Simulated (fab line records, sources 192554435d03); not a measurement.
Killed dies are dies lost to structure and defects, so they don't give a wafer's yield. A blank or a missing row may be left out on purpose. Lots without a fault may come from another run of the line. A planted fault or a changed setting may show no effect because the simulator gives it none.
Problem report in the 8D (eight disciplines) form, filled by code | flow n5_finfet | the parts of the form that need people (team, actions taken, sign-off) are left out

1. THE PROBLEM
run_length_s at N5_BEOL_M1_VIA_ETCH_34 reads a mean of 79.8 s on 6 wafers of 2 lots; wafers without a fault read 87.6 s with a standard deviation of 0.39. That is -20 standard deviations from the usual mean.
The step: etches the open film in C4F6/O2, target depth 67.8 nm, time 64.4 s.
First seen on wafer L844.1, day 9 00:15, on rie_diel-06. The record holds 18 wafers of 6 lots with a number at this step. Rule for "out", or "out of limits": more than 4 standard deviations from the usual mean. The other wafers with a number count as sound.

2. WHAT IT IS AND WHAT IT IS NOT
question                    | is                     | is not
which readings at this step | run_length_s           | oes_product_au, rf_vpp_V, showerhead_plenum_p_Torr, throttle_valve_pct
which lots                  | L844, L845             | L835, L836, L848, L853
which wafers of those lots  | all that have a number | -
read on which tools         | rie_diel-06            | rie_diel-01
when                        | from day 9 00:15       | up to then (6 sound wafers); but 6 sound wafers of L848, L853 came after

3. SUSPECTS, AND WHAT RULES EACH OUT
Counting: a tool at a process step up to the reading stays a suspect if it ran every lot that is out and no sound lot after the first of them.
- rie_diel-06 at N5_BEOL_M1_ETCHBACK_99 (etches SiO2 in CHF3, target depth 5 nm, time 10.4 s): kept. It ran every lot that is out, first L844 (day 9 00:07), and no sound lot after that; its last sound lot up to then is L836 (day 7 10:52).
- rie_diel-06 at N5_BEOL_M1_ETCH_70 (etches SOC in N2/H2, target depth 80 nm, overetch 16 nm, time 120 s): kept. It ran every lot that is out, first L844 (day 9 00:09), and no sound lot after that; its last sound lot up to then is L836 (day 7 10:54).
- rie_diel-06 at N5_BEOL_M1_VIA_ETCH_34 (etches the open film in C4F6/O2, target depth 67.8 nm, time 64.4 s): kept. It ran every lot that is out, first L844 (day 9 00:15), and no sound lot after that; its last sound lot up to then is L836 (day 7 11:00). Its own readings are out on those wafers: run_length_s.
Left after counting: rie_diel-06 at N5_BEOL_M1_ETCHBACK_99, rie_diel-06 at N5_BEOL_M1_ETCH_70, rie_diel-06 at N5_BEOL_M1_VIA_ETCH_34.

4. THE CAUSE (what the simulator had put in)
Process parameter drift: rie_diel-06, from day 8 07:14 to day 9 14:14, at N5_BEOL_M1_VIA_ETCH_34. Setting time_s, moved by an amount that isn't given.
Counting left 3 suspects, and this tool is among them.

5. THE CHAIN OF EFFECTS, in route order
Each row: a reading whose mean over the struck wafers that have a number lies more than 3 standard deviations from the usual. Only readings for which the record gives a usual standard deviation are gone through. hours: the time from each lot's start at the first step in this table that gives one to its start at this step, as a median over the lots. sigmas: the change in usual standard deviations.
hours | step                   | reading      | usual  | on struck wafers | change | sigmas
0     | N5_BEOL_M1_VIA_ETCH_34 | run_length_s | 87.6 s | 79.8             | -7.8   | -20
The process steps in it:
- N5_BEOL_M1_VIA_ETCH_34: etches the open film in C4F6/O2, target depth 67.8 nm, time 64.4 s.
Later measuring or inspecting steps at which every struck wafer that the step has a row for has a number for every such reading, and none has moved that far: N5_BEOL_M4_RC_MEAS_101.

6. WHAT WOULD HAVE CAUGHT IT SOONER
In this record the first reading out of limits was taken at day 9 00:15, 17 hours after the fault began at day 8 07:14.
